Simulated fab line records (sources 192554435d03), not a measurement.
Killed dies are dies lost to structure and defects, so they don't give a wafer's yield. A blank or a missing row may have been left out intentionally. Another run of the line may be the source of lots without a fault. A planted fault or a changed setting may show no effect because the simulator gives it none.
8D (eight disciplines) problem report, filled in by code | flow n5Finfet | the parts of the form that need people (team, actions taken, sign-off) are left out

## 1. WHAT IS WRONG
Mean EOT_P at N5_BEOL_M4_RC_MEAS_101: 11.23 over 2 wafers in 2 lots; fault-free wafers: 10.51, standard deviation 0.092. Measured from the usual mean, that is +7.8 standard deviations.
First observed at day 10 01:46: wafer L874.4, on prober-01. The record holds 30 wafers of 10 lots with a number at this step. Rule for "out", or "out of limits": more than 4 standard deviations from the usual mean. Any other wafer with a number is counted as sound.

## 2. WHAT THIS IS AND IS NOT
question                    | is                | is not
which readings at this step | EOT_P, EOT_N      | DIBL_N, DIBL_P, IOFF_N, IOFF_P, ION_P, SS_N, SS_P, VT_N, VT_P
which lots                  | L874, L877        | L866, L869, L870, L871, L878, L883, L884, L888
which wafers of those lots  | L874.4, L877.3    | L874.1, L874.6, L877.5, L877.6
read on which gauges        | prober-01         | prober-02
when                        | from day 10 01:46 | up to then (14 sound wafers); but 14 sound wafers of L877, L878, L883, L884, L888 came after

## 3. WHAT RULES OUT EACH SUSPECT
Counting: a tool at a process step up to the reading stays a suspect if it ran every lot that is out. Sound lots after the first of them don't rule it out here, since some wafers of a struck lot are sound.
- the gauge at N5_BEOL_M4_RC_MEAS_101: kept. All the wafers that are out were read on prober-01, and no step on other tools shows them out.
- aldSin-02 at N5_DUMMY_GATE_ALD_02 (deposits SiO2, target thk 2 nm, pulse time 1 s): kept. It ran every lot that is out, first L874 (day 4 15:11); its last sound lot up to then is L871 (day 3 20:27).
- pvdSputter-02 at N5_BEOL_M4_SPUTTER_79 (material Cu, target thk 4.5 nm, time 8.29 s): kept. It ran every lot that is out, first L874 (day 9 23:08).
- pvdSputter-02 at N5_BEOL_M4_SPUTTER_92 (material Cu, target thk 4.5 nm, time 8.29 s): kept. It ran every lot that is out, first L874 (day 10 00:14).
- At N5_DUMMY_GATE_ALD_02, inside aldSin-02: chamber 1 took the wafers that are out, while their sound lot-mates went through chambers 0, 2, 3.
Left after counting: aldSin-02 at N5_DUMMY_GATE_ALD_02, pvdSputter-02 at N5_BEOL_M4_SPUTTER_79, pvdSputter-02 at N5_BEOL_M4_SPUTTER_92, prober-01 at N5_BEOL_M4_RC_MEAS_101.

## 4. THE CAUSE (what the simulator had put in)
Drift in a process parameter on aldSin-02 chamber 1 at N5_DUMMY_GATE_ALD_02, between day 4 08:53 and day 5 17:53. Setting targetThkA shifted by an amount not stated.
Counting left 4 suspects, and this tool is among them.

## 5. THE EFFECT CHAIN, in route order
Each row: a reading where the mean over the struck wafers with a number is more than 3 standard deviations away from the usual. Only readings for which the record gives a usual standard deviation are gone through. hours: the time from each lot's start at the first step in this table that gives one to its start at this step, as a median over the lots. sigmas: the change in usual standard deviations.
hours | step                   | reading | usual        | on struck wafers | change  | sigmas
0     | N5_BEOL_M4_RC_MEAS_101 | EOT_N   | 10.57        | 11.30            | +0.73   | +8.3
0     | N5_BEOL_M4_RC_MEAS_101 | EOT_P   | 10.51        | 11.23            | +0.72   | +7.8
0     | N5_BEOL_M4_RC_MEAS_101 | IGATE_N | 0.0118 nA/um | 0.0049           | -0.0069 | -4.0
0     | N5_BEOL_M4_RC_MEAS_101 | IGATE_P | 0.0035 nA/um | 0.0014           | -0.0021 | -4.1

## 6. WHAT WOULD HAVE CAUGHT IT SOONER
In this record the first reading out of limits at a measuring or inspecting step was taken at day 10 01:46, 137 hours after the fault began at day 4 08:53.
An alarm limit of 4 standard deviations would not have fired on the tool readings at N5_DUMMY_GATE_ALD_02 for which the record gives a usual standard deviation, since none of them was out on any struck wafer.
By day 10 01:46, every lot that is out (2) had started N5_DUMMY_GATE_ALD_02 on aldSin-02. Had the tool been put on hold then, not one of them would have been saved.
